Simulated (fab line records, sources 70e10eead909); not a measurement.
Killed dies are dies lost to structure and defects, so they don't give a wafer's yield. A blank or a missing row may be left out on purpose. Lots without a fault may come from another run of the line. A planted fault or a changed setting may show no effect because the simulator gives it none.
fab line records | flow nand_harc
record lots=24 wafers=72 last_day=34
route steps=1302 shown A_SGD_CUT@920 A_SLIT@937 A_CONTACT@997
lots that met no fault: from a run of the same line without faults
start_h: hours from the record's first day to the start of the lot's first wafer shown | wait_h: hours since the lot's step before | " the same as in the row above | L1.1+2: a row that stands for several wafers | - no value, or no start given | * or withheld: withheld | < > ~ a bound
route shown NAME@n: a module of which the file shows steps, and the number in the route of the first | usual: mean/standard deviation of fault-free wafers | same: alike in all rows | chamber/n: place in a boat | sites: the reading at each site | _std_site: their standard deviation | _edge_site: outer sites' mean less inner sites' | radius_mm: how far each site lies from the wafer's centre | mask NAME#n: copy n | behind: the tool/chamber that last shaped the wafer | hold: why the lot was held/for how many hours/how that ended | device: the transistor (n, p or np) that didn't switch | end of line: the same wafers' tests at the end of the route | a step without rows: its recipe alone | killed: dies lost to structure and defects at the first sort, not the wafer's yield | map: a wafer's dies, x killed, . not, _ none there
set.NAME: the setting as run; set.NAME@STEP: as run at that earlier step | model.NAME: the simulator's own value behind a step, which no gauge read
steps of the route over a sample of lots; a table a step, a row a wafer
services: from which hour (start_h, from the record's first day; less than 0 if before it) a tool's chamber was out of use, for how many hours, and why
## steps
# step NHARC_A_SGD_CUT_STRIP_28
# recipe time_s=20 o2_flow_sccm=500 ar_flow_sccm=0 bias_w=0 chemistry=O2
# usual drypump_motor_current_A=5.7/0.34 oes_product_au=1.002/0.007 rf_vpp_V=57.8/0.87 showerhead_plenum_p_Torr=3.48/0.11 throttle_valve_pct=17.036/0.0087
# same time_s=20
# columns lot.wafer tool chamber start_h wait_h drypump_motor_current_A oes_product_au rf_hours_counter_h rf_vpp_V showerhead_plenum_p_Torr throttle_valve_pct
L074.2 rie_diel-13 1 - - 5.6 1.004 6 58.5 3.67 17.027
L074.4 " 2 " " 5.7 1.000 8 58.6 3.31 17.034
L074.6 " 2 " " 5.6 0.996 - 57.4 3.31 17.041
L075.2 rie_diel-04 0 - - 5.9 0.999 10 56.5 3.44 17.023
L075.4 " 1 " " 5.4 1.000 10 57.2 3.37 17.031
L075.6 " 3 " " 5.3 1.006 - 58.7 3.64 17.033
L077.4 rie_diel-04 1 - - 5.4 0.988 10 57.5 3.37 17.042
L077.2 " 2 " " 5.7 0.988 10 58.9 3.55 17.040
L077.1 " 0 " " 5.9 0.997 10 58.2 3.44 17.033
L076.4 rie_diel-04 3 - - 5.3 1.010 7 57.8 3.64 17.030
L076.1 " 0 " " 5.9 1.005 10 57.3 3.44 17.030
L076.3 " 1 " " 5.4 1.002 10 56.0 3.37 17.035
L078.4 rie_diel-10 1 - - 5.6 1.006 2 58.5 3.41 17.038
L078.1 " 0 " " 6.0 1.011 2 58.2 3.47 17.050
L078.6 " 2 " " 5.1 1.004 - 58.8 3.50 17.035
L079.1 rie_diel-13 1 - - 5.6 1.006 8 58.9 3.67 17.043
L079.2 " 2 " " 5.6 0.995 9 56.3 3.31 17.027
L079.6 " 1 " " 5.6 1.001 - 57.5 3.67 17.037
L080.4 rie_diel-10 1 - - 5.6 0.994 2 57.7 3.40 17.036
L080.1 " 3 " " 6.2 0.987 2 58.4 3.42 17.026
L080.6 " 2 " " 5.1 0.999 - 58.1 3.50 17.029
L081.4 rie_diel-04 0 - - 5.9 1.010 14 58.2 3.43 17.055
L081.2 " 2 " " 5.7 1.002 14 57.3 3.55 17.034
L081.6 " 0 " " 5.9 1.005 - 57.9 3.43 17.032
L082.4 rie_diel-13 1 - - 5.6 1.002 2 58.9 3.67 17.028
L082.1 " 0 " " 6.0 0.995 2 58.3 3.76 17.013
L082.5 " 2 " " 5.6 0.999 - 57.2 3.30 17.055
L084.2 rie_diel-10 2 - - 5.1 1.008 4 56.0 3.50 17.038
L084.1 " 3 " " 6.3 1.002 4 56.5 3.42 17.026
L084.6 " 0 " " 6.0 1.014 - 56.8 3.47 17.045
L087.1 rie_diel-10 1 - - 5.6 1.004 4 57.9 3.40 17.016
L087.2 " 3 " " 6.2 1.004 4 56.3 3.42 17.032
L087.6 " 2 " " 5.1 1.013 - 57.4 3.49 17.037
L083.1 rie_diel-04 1 - - 5.4 1.005 2 58.8 3.37 17.039
L083.2 " 2 " " 5.6 1.010 3 57.0 3.55 17.035
L083.5 " 2 " " 5.7 0.995 - 58.3 3.54 17.043
L085.2 rie_diel-10 2 - - 5.1 1.002 5 58.2 3.49 17.039
L085.1 " 0 " " 6.1 1.006 4 57.4 3.47 17.029
L085.5 " 3 " " 6.2 1.004 - 58.5 3.42 17.033
L086.4 rie_diel-04 1 - - 5.4 1.000 4 58.5 3.36 17.044
L086.1 " 3 " " 5.4 1.018 4 58.3 3.63 17.041
L086.5 " 1 " " 5.4 1.009 - 56.4 3.37 17.034
L088.2 rie_diel-10 2 - - 5.1 0.991 6 57.4 3.49 17.048
L088.4 " 3 " " 6.3 0.994 5 57.2 3.42 17.034
L088.6 " 0 " " 6.0 0.998 - 58.3 3.47 17.032
L089.1 rie_diel-04 2 - - 5.7 1.001 6 58.8 3.54 17.043
L089.3 " 3 " " 5.3 1.016 6 58.7 3.63 17.038
L089.6 " 0 " " 5.9 0.997 - 57.4 3.43 17.029
L091.1 rie_diel-13 0 - - 6.0 1.004 6 60.0 3.76 17.046
L091.4 " 1 " " 5.6 1.001 6 57.3 3.67 17.021
L091.6 " 0 " " 6.0 1.009 - 57.8 3.76 17.050
L090.3 rie_diel-10 0 - - 6.0 1.008 0 58.0 3.47 17.038
L090.1 " 1 " " 5.6 1.004 0 57.3 3.40 17.032
L090.6 " 0 " " 6.0 0.994 - 57.4 3.47 17.042
L093.4 rie_diel-04 3 - - 5.3 0.990 9 58.1 3.63 17.028
L093.3 " 0 " " 5.9 1.000 9 57.3 3.43 17.033
L093.1 " 1 " " 5.4 1.007 9 57.6 3.36 17.040
L092.4 rie_diel-13 2 - - 5.6 1.008 8 57.2 3.30 17.036
L092.3 " 0 " " 6.0 0.999 9 59.7 3.76 17.052
L092.6 " 2 " " 5.6 0.997 - 57.1 3.30 17.034
L094.3 rie_diel-10 2 640.35 0.1 5.1 1.004 1 58.1 3.49 17.048
L094.6 " 2 " " 5.1 1.001 - 57.8 3.49 17.022
L094.5 " 0 " " 6.1 1.007 - 56.8 3.47 17.025
L096.2 rie_diel-10 0 662.41 0.1 6.0 1.008 2 57.0 3.47 17.047
L096.6 " 0 " " 6.0 1.008 - 56.9 3.47 17.028
L096.4 " 2 " " 5.1 0.997 - 58.1 3.49 17.050
L095.3 rie_diel-04 1 - - 5.3 1.019 13 57.4 3.36 17.045
L095.2 " 2 " " 5.6 1.009 14 56.9 3.54 17.027
L095.1 " 3 " " 5.3 1.014 13 57.8 3.63 17.045
L097.4 rie_diel-10 0 - - 6.0 0.992 4 57.6 3.47 17.040
L097.5 " 0 " " 6.0 1.002 - 59.6 3.47 17.042
L097.6 " 1 " " 5.6 1.003 - 56.8 3.40 17.028
# step NHARC_A_SLIT_ETCH_24
# recipe target_depth_a=1210 time_s=60.5 cf4_flow_sccm=100 chf3_flow_sccm=30 ar_flow_sccm=0 rf_w=500 bias_w=200 chemistry=CF4/CHF3
# usual cf4_flow_sccm=100.0/0.34 drypump_motor_current_A=5.8/0.43 oes_product_au=0.960/0.016 rf_vpp_V=370.0/1.6 showerhead_plenum_p_Torr=1.55/0.042 throttle_valve_pct=16.802/0.0093
# same time_s=60.5
# columns lot.wafer tool chamber start_h wait_h cf4_flow_sccm drypump_motor_current_A oes_product_au rf_hours_counter_h rf_vpp_V showerhead_plenum_p_Torr throttle_valve_pct
L075.4 rie_diel-02 2 466.15 0.1 99.3 5.8 0.981 3.6 367.3 1.48 16.803
L075.2 " 0 " " 100.0 6.3 0.953 3.0 369.6 1.56 16.809
L075.6 " 2 " " 99.9 5.8 0.988 - 368.9 1.48 16.819
L074.2 rie_diel-11 0 466.31 0.1 100.1 6.4 0.928 1.2 372.7 1.64 16.813
L074.4 " 1 " " 100.2 5.7 0.931 1.1 368.1 1.54 16.799
L074.6 " 3 " " 99.7 4.7 0.917 - 371.4 1.59 16.803
L077.1 rie_diel-06 0 467.83 0.1 100.0 5.4 0.929 7.7 371.3 1.60 16.805
L077.2 " 3 " " 100.0 5.7 0.918 7.4 371.2 1.57 16.793
L077.4 " 2 " " 100.6 6.4 0.927 - 368.2 1.52 16.810
L076.4 rie_diel-11 1 474.19 0.1 100.4 5.7 0.989 1.7 368.6 1.54 16.812
L076.3 " 2 " " 100.2 6.1 0.966 1.8 370.2 1.55 16.786
L076.1 " 3 " " 100.2 4.7 0.964 1.9 371.6 1.59 16.792
L078.4 rie_diel-06 1 494.51 0.1 100.1 5.8 0.983 0.1 369.6 1.54 16.818
L078.1 " 3 " " 100.4 5.7 0.965 0.1 370.9 1.57 16.778
L078.6 " 2 " " 100.1 6.4 0.967 - 368.6 1.52 16.806
L079.2 rie_diel-11 0 495.17 0.1 100.1 6.4 0.990 3.4 373.1 1.64 16.812
L079.1 " 1 " " 100.0 5.7 0.969 3.4 368.7 1.54 16.805
L079.6 " 1 " " 100.1 5.7 0.971 - 370.4 1.54 16.804
L080.4 rie_diel-06 3 516.66 0.1 100.3 5.7 0.969 0.7 370.1 1.57 16.813
L080.1 " 1 " " 100.1 5.8 0.973 1.3 370.8 1.54 16.794
L080.6 " 0 " " 99.6 5.4 0.967 - 370.3 1.60 16.801
L081.2 rie_diel-02 1 523.72 0.1 100.2 5.6 0.965 7.9 368.7 1.49 16.794
L081.4 " 2 " " 99.1 5.8 0.972 7.6 367.7 1.48 16.810
L081.6 " 1 " " 100.3 5.6 0.970 - 366.9 1.49 16.804
L084.1 rie_diel-02 2 559.88 0.1 100.0 5.8 0.972 10.1 366.6 1.48 16.806
L084.2 " 1 " " 100.2 5.6 0.963 10.3 368.3 1.49 16.805
L084.6 " 3 " " 100.1 5.6 0.973 - 370.2 1.55 16.788
L082.1 rie_diel-06 1 560.06 0.1 100.0 5.7 0.953 3.6 369.0 1.54 16.807
L082.4 " 0 " " 99.6 5.4 0.972 3.8 369.7 1.60 16.801
L082.5 " 1 " " 99.9 5.8 0.950 - 371.2 1.54 16.811
L087.2 rie_diel-11 1 568.21 0.1 100.3 5.7 0.945 6.1 370.6 1.53 16.810
L087.1 " 2 " " 99.8 6.1 0.944 6.4 370.2 1.55 16.807
L087.6 " 1 " " 100.0 5.7 0.939 - 369.8 1.53 16.804
L083.2 rie_diel-06 0 568.39 0.1 100.1 5.4 0.937 4.6 372.2 1.60 16.799
L083.1 " 2 " " 99.5 6.4 0.939 4.2 369.2 1.52 16.804
L083.5 " 0 " " 100.0 5.4 0.944 - 371.2 1.60 16.792
L085.1 rie_diel-06 2 570.88 0.1 100.4 6.4 0.949 5.1 369.2 1.52 16.799
L085.2 " 0 " " 99.7 5.4 0.975 5.0 372.7 1.60 16.827
L085.5 " 1 " " 100.3 5.8 0.950 - 368.8 1.54 16.796
L086.4 rie_diel-11 2 579.67 0.1 99.2 6.1 0.978 7.7 369.4 1.55 16.805
L086.1 " 1 " " 99.5 5.8 0.984 7.9 369.5 1.53 16.809
L086.5 " 3 " " 100.2 4.7 0.964 - 370.2 1.59 16.802
L088.4 rie_diel-02 3 579.89 0.1 99.5 5.7 0.982 0.0 369.3 1.55 16.807
L088.2 " 1 " " 100.4 5.6 0.963 0.0 367.4 1.49 16.791
L088.6 " 3 " " 100.1 5.6 0.982 - 369.1 1.55 16.798
L089.1 rie_diel-06 0 599.70 0.1 100.0 5.4 0.948 6.3 373.2 1.60 16.816
L089.3 " 3 " " 100.1 5.7 0.947 6.8 369.9 1.57 16.800
L089.6 " 0 " " 100.5 5.4 0.957 - 370.3 1.60 16.804
L091.4 rie_diel-02 3 610.98 0.1 99.8 5.6 0.948 1.6 371.6 1.55 16.804
L091.1 " 1 " " 100.4 5.6 0.966 2.3 366.9 1.49 16.806
L091.6 " 0 " " 99.9 6.4 0.946 - 370.2 1.55 16.791
L090.1 rie_diel-02 1 620.36 0.1 100.5 5.7 0.967 2.9 368.9 1.49 16.821
L090.3 " 0 " " 99.8 6.3 0.974 2.8 370.5 1.55 16.801
L090.6 " 1 " " 100.3 5.6 0.963 - 367.5 1.49 16.785
L093.1 rie_diel-11 2 648.35 0.1 100.0 6.1 0.937 0.4 370.3 1.55 16.808
L093.4 " 3 " " 100.5 4.7 0.932 0.3 371.0 1.59 16.806
L093.3 " 0 " " 99.8 6.3 0.957 0.3 375.0 1.64 16.785
L092.4 rie_diel-02 3 648.63 0.1 99.9 5.7 0.972 4.7 370.4 1.55 16.793
L092.3 " 1 " " 99.6 5.6 0.946 4.8 367.9 1.49 16.820
L092.6 " 2 " " 99.6 5.8 0.973 - 368.6 1.48 16.800
L094.3 rie_diel-06 1 649.07 0.1 100.5 5.8 0.968 8.6 370.1 1.54 16.798
L094.6 " 1 " " 100.2 5.8 0.968 - 368.4 1.54 16.801
L094.5 " 2 " " 99.9 6.3 0.962 - 367.6 1.52 16.812
L096.2 rie_diel-02 3 668.82 0.1 99.5 5.7 0.961 6.9 368.1 1.55 16.813
L096.4 " 0 " " 100.5 6.4 0.962 7.2 369.7 1.55 16.792
L096.6 " 0 " " 100.3 6.4 0.970 - 370.4 1.55 16.818
L095.2 rie_diel-06 1 682.16 0.1 99.6 5.8 0.969 0.3 368.8 1.54 16.792
L095.3 " 2 " " 100.3 6.3 0.973 0.2 369.2 1.52 16.795
L095.1 " 0 " " 100.0 5.4 0.954 0.5 371.0 1.60 16.788
L097.5 rie_diel-11 1 701.14 0.1 99.9 5.7 0.969 - 368.5 1.53 16.785
L097.4 " 3 " " 99.0 4.7 0.956 - 371.2 1.59 16.796
L097.6 " 0 " " 100.4 6.4 0.938 - 373.3 1.64 16.795
# step NHARC_A_CONTACT_CD_MEAS_42
# recipe target_cd_nm=300 landing_energy_ev=500
# usual cd_nm=300.0/0.45
# columns lot.wafer tool chamber start_h wait_h cd_nm
L075.2 cd_sem-01 0 506.30 - 299.6
L075.4 " 0 " " 299.1
L075.6 " 0 " " 299.3
L077.1 cd_sem-01 0 506.76 - 299.5
L077.2 " 0 " " 299.1
L077.4 " 0 " " 299.9
L074.2 cd_sem-02 0 510.95 - 300.0
L074.4 " 0 " " 300.7
L074.6 " 0 " " 300.3
L076.1 cd_sem-03 0 515.29 - 300.5
L076.3 " 0 " " 300.4
L076.4 " 0 " " 300.3
L079.1 cd_sem-01 0 532.86 - 299.6
L079.2 " 0 " " 299.5
L079.6 " 0 " " 299.5
L078.1 cd_sem-03 0 533.54 - 299.1
L078.4 " 0 " " 299.2
L078.6 " 0 " " 300.2
L080.1 cd_sem-02 0 553.77 - 299.7
L080.4 " 0 " " 300.3
L080.6 " 0 " " 299.6
L081.2 cd_sem-03 0 563.48 - 299.8
L081.4 " 0 " " 299.9
L081.6 " 0 " " 299.2
L082.1 cd_sem-02 0 598.91 - 299.8
L082.4 " 0 " " 299.9
L082.5 " 0 " " 300.9
L084.1 cd_sem-01 0 599.20 - 300.0
L084.2 " 0 " " 300.7
L084.6 " 0 " " 300.4
L083.1 cd_sem-01 0 605.28 - 299.8
L083.2 " 0 " " 300.1
L083.5 " 0 " " 299.5
L087.1 cd_sem-03 0 606.96 - 300.4
L087.2 " 0 " " 300.6
L087.6 " 0 " " 299.7
L085.1 cd_sem-02 0 614.69 - 299.7
L085.2 " 0 " " 300.1
L085.5 " 0 " " 299.7
L088.2 cd_sem-03 0 627.56 - 299.5
L088.4 " 0 " " 299.6
L088.6 " 0 " " 300.0
L086.1 cd_sem-01 0 628.17 - 300.0
L086.4 " 0 " " 299.6
L086.5 " 0 " " 299.5
L089.1 cd_sem-02 0 639.95 - 300.1
L089.3 " 0 " " 300.6
L089.6 " 0 " " 300.4
L091.1 cd_sem-02 0 652.53 - 300.3
L091.4 " 0 " " 300.8
L091.6 " 0 " " 300.3
L090.1 cd_sem-02 0 658.92 - 299.9
L090.3 " 0 " " 300.1
L090.6 " 0 " " 299.5
L093.1 cd_sem-02 0 686.77 - 300.0
L093.3 " 0 " " 300.3
L093.4 " 0 " " 299.8
L092.3 cd_sem-03 0 686.93 - 299.9
L092.4 " 0 " " 300.0
L092.6 " 0 " " 300.2
L094.3 cd_sem-02 0 690.88 - 299.6
L094.5 " 0 " " 299.7
L094.6 " 0 " " 300.0
L096.2 cd_sem-02 0 707.45 - 300.5
L096.4 " 0 " " 300.4
L096.6 " 0 " " 300.4
L095.1 cd_sem-01 0 720.04 - 300.0
L095.2 " 0 " " 300.3
L095.3 " 0 " " 300.4
L097.4 cd_sem-02 0 737.34 - 300.0
L097.5 " 0 " " 300.1
L097.6 " 0 " " 300.3
# step NHARC_A_CONTACT_OVL_MEAS_43
# usual overlay_x_nm=-0.2/0.83 overlay_y_nm=0.4/0.74
# columns lot.wafer tool chamber start_h wait_h overlay_x_nm overlay_y_nm
L075.2 overlay-01 - 506.40 - 0.2 -1.5
L075.4 " - " " 0.5 -1.6
L075.6 " - " " 0.1 -1.3
L077.1 overlay-02 - 506.84 - -1.3 1.3
L077.2 " - " " -0.4 1.3
L077.4 " - " " -0.9 0.7
L074.2 overlay-01 - 511.04 - -1.3 0.7
L074.4 " - " " -1.4 0.7
L074.6 " - " " -1.6 0.6
L076.1 overlay-01 - 515.38 - 0.4 0.7
L076.3 " - " " 0.6 1.1
L076.4 " - " " -0.1 0.2
L079.1 overlay-01 - 532.95 - -1.0 -0.8
L079.2 " - " " -0.6 -0.7
L079.6 " - " " -0.7 -1.0
L078.1 overlay-02 - 533.63 - -1.0 0.0
L078.4 " - " " -0.7 -0.1
L078.6 " - " " -0.2 -0.2
L080.1 overlay-01 - 553.86 - 0.2 0.6
L080.4 " - " " 0.0 0.6
L080.6 " - " " -0.2 0.1
L081.2 overlay-01 - 563.57 - 0.2 -0.2
L081.4 " - " " 0.7 -0.2
L081.6 " - " " -0.1 -0.2
L082.1 overlay-02 - 599.00 - 0.9 0.0
L082.4 " - " " 0.7 -0.6
L082.5 " - " " 0.4 -1.0
L084.1 overlay-02 - 599.29 - 0.5 0.9
L084.2 " - " " -0.1 0.6
L084.6 " - " " 1.0 0.4
L083.1 overlay-02 - 605.36 - -1.1 0.3
L083.2 " - " " -0.8 0.6
L083.5 " - " " -0.7 0.2
L087.1 overlay-02 - 607.05 - -1.5 1.6
L087.2 " - " " -1.2 1.0
L087.6 " - " " -0.4 1.4
L085.1 overlay-02 - 614.78 - 1.0 1.4
L085.2 " - " " 0.7 1.2
L085.5 " - " " 0.4 1.1
L088.2 overlay-02 - 627.65 - -0.5 -0.5
L088.4 " - " " -0.1 -0.2
L088.6 " - " " -0.4 0.1
L086.1 overlay-02 - 628.26 - -0.9 0.4
L086.4 " - " " -1.1 0.3
L086.5 " - " " -0.8 0.2
L089.1 overlay-02 - 640.04 - -0.2 0.5
L089.3 " - " " -0.9 0.8
L089.6 " - " " 0.5 0.4
L091.1 overlay-01 - 652.62 - 0.0 0.0
L091.4 " - " " -0.3 -0.1
L091.6 " - " " 0.2 -0.1
L090.1 overlay-01 - 659.00 - 0.1 0.2
L090.3 " - " " 0.3 0.8
L090.6 " - " " 0.3 -0.1
L093.1 overlay-01 - 686.86 - -0.9 1.1
L093.3 " - " " -0.7 0.7
L093.4 " - " " -1.0 0.9
L092.3 overlay-02 - 687.01 - -0.8 2.0
L092.4 " - " " -1.3 1.8
L092.6 " - " " -0.8 1.4
L094.3 overlay-01 - 690.97 - 1.5 0.7
L094.5 " - " " 1.0 0.7
L094.6 " - " " 0.8 1.0
L096.2 overlay-01 - 707.54 - 0.6 0.1
L096.4 " - " " 0.0 -0.2
L096.6 " - " " 0.2 -0.3
L095.1 overlay-02 - 720.13 - 1.2 0.7
L095.2 " - " " 1.4 1.1
L095.3 " - " " 1.5 1.0
L097.4 overlay-02 - 737.42 - 0.0 0.6
L097.5 " - " " 0.9 0.1
L097.6 " - " " 0.2 0.4
# step NHARC_A_CONTACT_ETCH_50
# recipe target_depth_a=1210 time_s=60.5 cf4_flow_sccm=100 chf3_flow_sccm=30 ar_flow_sccm=0 rf_w=500 bias_w=200 chemistry=CF4/CHF3
# usual cf4_flow_sccm=99.99/0.28 drypump_motor_current_A=5.6/0.44 oes_product_au=0.947/0.019 rf_vpp_V=370.1/2.3 showerhead_plenum_p_Torr=1.56/0.064 throttle_valve_pct=16.801/0.0087
# same time_s=60.5
# columns lot.wafer tool chamber start_h wait_h cf4_flow_sccm drypump_motor_current_A oes_product_au rf_hours_counter_h rf_vpp_V showerhead_plenum_p_Torr throttle_valve_pct
L075.4 rie_diel-01 1 - - 100.07 6.3 0.970 13 370.5 1.58 16.810
L075.2 " 2 " " 100.19 5.7 0.963 18 368.0 1.52 16.798
L075.6 " 0 " " 99.61 5.0 0.961 - 369.3 1.56 16.801
L077.1 rie_diel-08 1 - - 99.78 6.2 0.926 49 369.0 1.46 16.791
L077.2 " 0 " " 99.77 5.6 0.916 45 368.0 1.52 16.806
L077.4 " 3 " " 99.88 5.4 0.923 - 366.9 1.48 16.803
L074.4 rie_diel-01 0 - - 99.84 5.0 0.962 16 370.8 1.56 16.789
L074.2 " 1 " " 99.85 6.3 0.960 14 373.1 1.58 16.806
L074.6 " 2 " " 99.74 5.7 0.953 - 367.4 1.52 16.799
L076.4 rie_diel-01 1 - - 99.63 6.3 0.946 16 369.5 1.58 16.785
L076.3 " 3 " " 100.43 5.4 0.941 21 369.5 1.54 16.807
L076.1 " 0 " " 99.54 5.0 0.940 19 369.2 1.56 16.806
L079.2 rie_diel-08 0 - - 100.05 5.6 0.926 51 367.4 1.51 16.814
L079.1 " 1 " " 99.61 6.2 0.929 57 369.0 1.46 16.789
L079.6 " 2 " " 99.81 6.1 0.935 - 366.4 1.46 16.797
L078.1 rie_diel-01 1 - - 99.84 6.3 0.955 20 371.9 1.58 16.791
L078.4 " 2 " " 100.54 5.7 0.960 25 370.5 1.52 16.794
L078.6 " 1 " " 99.98 6.4 0.956 - 371.2 1.58 16.795
L080.4 rie_diel-01 1 - - 99.72 6.4 0.937 24 371.9 1.58 16.801
L080.1 " 2 " " 100.03 5.7 0.942 30 366.9 1.52 16.807
L080.6 " 3 " " 100.10 5.4 0.948 - 369.5 1.54 16.804
L081.4 rie_diel-03 3 - - 99.78 5.5 0.913 31 369.2 1.52 16.811
L081.2 " 0 " " 99.82 5.0 0.919 32 371.2 1.61 16.805
L081.6 " 2 " " 99.65 5.5 0.922 - 368.5 1.53 16.802
L082.1 rie_diel-01 1 599.92 0.5 100.21 6.4 0.961 3 372.3 1.58 16.802
L082.4 " 1 " " 100.27 6.3 0.957 - 372.1 1.58 16.799
L082.5 " 3 " " 99.72 5.4 0.959 - 368.8 1.54 16.809
L084.2 rie_diel-08 3 - - 100.17 5.4 0.953 17 367.2 1.47 16.808
L084.1 " 0 " " 100.32 5.6 0.951 18 368.6 1.51 16.791
L084.6 " 3 " " 99.99 5.4 0.947 - 366.2 1.47 16.800
L083.1 rie_diel-08 1 - - 99.89 6.2 0.959 19 374.1 1.70 16.802
L083.2 " 2 " " 99.97 6.1 0.959 14 375.3 1.70 16.795
L083.5 " 1 " " 99.66 6.2 0.956 - 374.3 1.70 16.814
L087.2 rie_diel-01 3 - - 99.97 5.4 0.962 5 368.9 1.53 16.804
L087.1 " 1 " " 100.43 6.4 0.977 5 369.5 1.58 16.803
L087.6 " 1 " " 100.33 6.4 0.975 - 370.4 1.58 16.801
L085.2 rie_diel-08 1 - - 99.98 6.2 0.941 21 375.4 1.69 16.802
L085.1 " 2 " " 100.24 6.1 0.942 15 375.1 1.70 16.794
L085.5 " 0 " " 99.28 5.6 0.947 - 367.8 1.51 16.796
L088.2 rie_diel-01 3 - - 99.99 5.4 0.964 9 369.6 1.53 16.799
L088.4 " 1 " " 100.54 6.4 0.978 - 370.1 1.57 16.799
L088.6 " 0 " " 100.45 5.1 0.965 - 370.0 1.56 16.811
L086.1 rie_diel-03 2 - - 100.00 5.5 0.928 48 370.4 1.53 16.809
L086.4 " 3 " " 100.42 5.5 0.920 57 367.3 1.51 16.794
L086.5 " 2 " " 100.31 5.5 0.932 - 369.7 1.53 16.795
L089.3 rie_diel-01 0 - - 100.18 5.0 0.919 11 369.4 1.56 16.805
L089.1 " 3 " " 100.17 5.4 0.918 13 369.3 1.53 16.809
L089.6 " 3 " " 99.64 5.4 0.934 - 368.3 1.53 16.810
L091.4 rie_diel-03 1 - - 100.30 5.3 0.941 3 374.7 1.67 16.804
L091.1 " 0 " " 99.91 4.9 0.960 4 372.2 1.60 16.771
L091.6 " 1 " " 100.52 5.3 0.947 - 374.1 1.67 16.794
L090.3 rie_diel-08 1 - - 100.11 6.2 0.940 37 373.5 1.69 16.811
L090.1 " 2 " " 100.24 6.1 0.956 32 375.3 1.69 16.797
L090.6 " 2 " " 99.91 6.1 0.943 - 374.4 1.69 16.814
L093.3 rie_diel-01 3 - - 100.39 5.4 0.958 20 371.2 1.53 16.809
L093.1 " 0 " " 100.04 5.0 0.967 18 371.1 1.56 16.782
L093.4 " 1 " " 100.14 6.3 0.971 20 371.6 1.57 16.798
L092.3 rie_diel-08 2 - - 100.22 6.1 0.913 43 372.9 1.69 16.823
L092.4 " 3 " " 100.27 5.5 0.915 47 366.5 1.46 16.802
L092.6 " 0 " " 99.97 5.6 0.910 - 368.9 1.50 16.800
L094.3 rie_diel-03 0 - - 100.20 5.0 0.943 17 371.7 1.59 16.813
L094.5 " 3 " " 100.06 5.5 0.973 - 367.4 1.51 16.800
L094.6 " 0 " " 100.23 5.0 0.963 - 371.1 1.59 16.794
L096.2 rie_diel-01 2 - - 100.08 5.7 0.955 7 370.1 1.51 16.802
L096.4 " 0 " " 100.35 5.1 0.971 22 371.9 1.56 16.810
L096.6 " 3 " " 99.94 5.4 0.977 - 368.9 1.53 16.799
L095.3 rie_diel-01 3 - - 99.64 5.4 0.973 24 368.6 1.53 16.809
L095.2 " 0 " " 100.09 5.0 0.965 23 369.9 1.56 16.809
L095.1 " 2 " " 100.25 5.7 0.968 8 370.8 1.51 16.813
L097.4 rie_diel-03 2 - - 99.93 5.5 0.921 - 368.0 1.52 16.810
L097.5 " 0 " " 99.64 4.9 0.929 - 371.9 1.59 16.803
L097.6 " 1 " " 100.26 5.3 0.915 - 373.0 1.67 16.806
# step NHARC_A_CONTACT_ETCH_116
# recipe source_w=withheld pressure_mtorr=20 bias_v=3000 time_s=190 target_depth_a=18500 ar_flow_sccm=withheld c4f8_flow_sccm=withheld o2_flow_sccm=withheld chemistry=C4F8/O2/Ar
# same time_s=190
# columns lot.wafer tool chamber start_h wait_h rf_hours_counter_h
L075.2 har_cap_etch-03 0 509.95 0.3 43
L075.4 " 1 " " -
L075.6 " 1 " " -
L077.2 har_cap_etch-02 1 510.02 0.1 79
L077.1 " 0 " " 79
L077.4 " 0 " " -
L074.2 har_cap_etch-02 0 514.03 0.1 81
L074.4 " 1 " " -
L074.6 " 1 " " -
L076.1 har_cap_etch-03 1 518.18 0.1 46
L076.4 " 1 " " -
L076.3 " 0 " " -
L079.2 har_cap_etch-02 1 535.77 0.1 87
L079.1 " 0 " " 87
L079.6 " 0 " " -
L078.1 har_cap_etch-01 0 536.44 0.1 8
L078.4 " 0 " " -
L078.6 " 0 " " -
L080.1 har_cap_etch-03 1 556.78 0.1 56
L080.4 " 0 " " -
L080.6 " 0 " " -
L081.2 har_cap_etch-02 1 566.38 0.1 92
L081.4 " 0 " " -
L081.6 " 0 " " -
L084.1 har_cap_etch-03 0 602.15 0.1 60
L084.2 " 1 " " 60
L084.6 " 1 " " -
L082.1 har_cap_etch-02 1 602.88 0.1 95
L082.4 " 1 " " -
L082.5 " 1 " " -
L083.1 har_cap_etch-01 1 608.17 0.1 16
L083.2 " 0 " " 16
L083.5 " 1 " " -
L087.1 har_cap_etch-03 0 610.22 0.1 62
L087.2 " 1 " " 62
L087.6 " 0 " " -
L085.2 har_cap_etch-03 0 617.60 0.1 64
L085.1 " 1 " " 64
L085.5 " 0 " " -
L088.2 har_cap_etch-01 1 630.83 0.1 21
L088.4 " 0 " " -
L088.6 " 1 " " -
L086.1 har_cap_etch-03 0 631.14 0.1 67
L086.4 " 0 " " -
L086.5 " 0 " " -
L089.1 har_cap_etch-03 1 643.58 0.1 70
L089.3 " 0 " " -
L089.6 " 1 " " -
L091.1 har_cap_etch-02 0 655.45 0.1 108
L091.4 " 0 " " -
L091.6 " 0 " " -
L090.1 har_cap_etch-02 1 661.87 0.1 110
L090.3 " 1 " " -
L090.6 " 0 " " -
L093.1 har_cap_etch-02 1 689.69 0.1 114
L093.4 " 0 " " -
L093.3 " 1 " " -
L092.4 har_cap_etch-01 0 690.17 0.2 -
L092.3 " 1 " " -
L092.6 " 0 " " -
L094.3 har_cap_etch-03 1 693.82 0.1 -
L094.5 " 1 " " -
L094.6 " 0 " " -
L096.2 har_cap_etch-03 0 710.34 0.1 82
L096.4 " 0 " " -
L096.6 " 0 " " -
L095.2 har_cap_etch-03 1 722.94 0.1 85
L095.1 " 0 " " 85
L095.3 " 1 " " -
L097.4 har_cap_etch-02 0 740.92 0.1 -
L097.5 " 0 " " -
L097.6 " 1 " " -
## services
# columns tool chamber start_h hours kind
rie_diel-11 3 445.59 1.5 repair
rie_diel-06 1 459.50 10.0 repair
rie_diel-06 - 484.20 9.0 pm
rie_diel-08 2 499.32 11.7 repair
rie_diel-04 - 532.27 9.0 pm
rie_diel-01 - 558.38 9.0 pm
rie_diel-02 - 570.70 9.0 pm
rie_diel-01 2 582.28 79.9 repair
rie_diel-01 0 588.77 4.8 repair
rie_diel-10 - 596.50 9.0 pm
rie_diel-11 - 609.50 9.0 pm
rie_diel-10 1 617.30 48.2 repair
rie_diel-06 2 622.14 2.8 repair
rie_diel-11 0 643.75 1.4 repair
rie_diel-01 - 650.49 0.4 repair
rie_diel-06 - 661.20 9.0 pm
rie_diel-02 3 673.97 3.8 repair
rie_diel-02 2 680.77 3.6 repair
rie_diel-04 2 688.07 2.8 repair
rie_diel-02 0 693.18 23.8 repair
rie_diel-02 2 694.54 3.8 repair
rie_diel-04 - 709.27 9.0 pm
rie_diel-04 0 724.14 7.7 repair
rie_diel-01 - 735.38 9.0 pm
## key
fault none
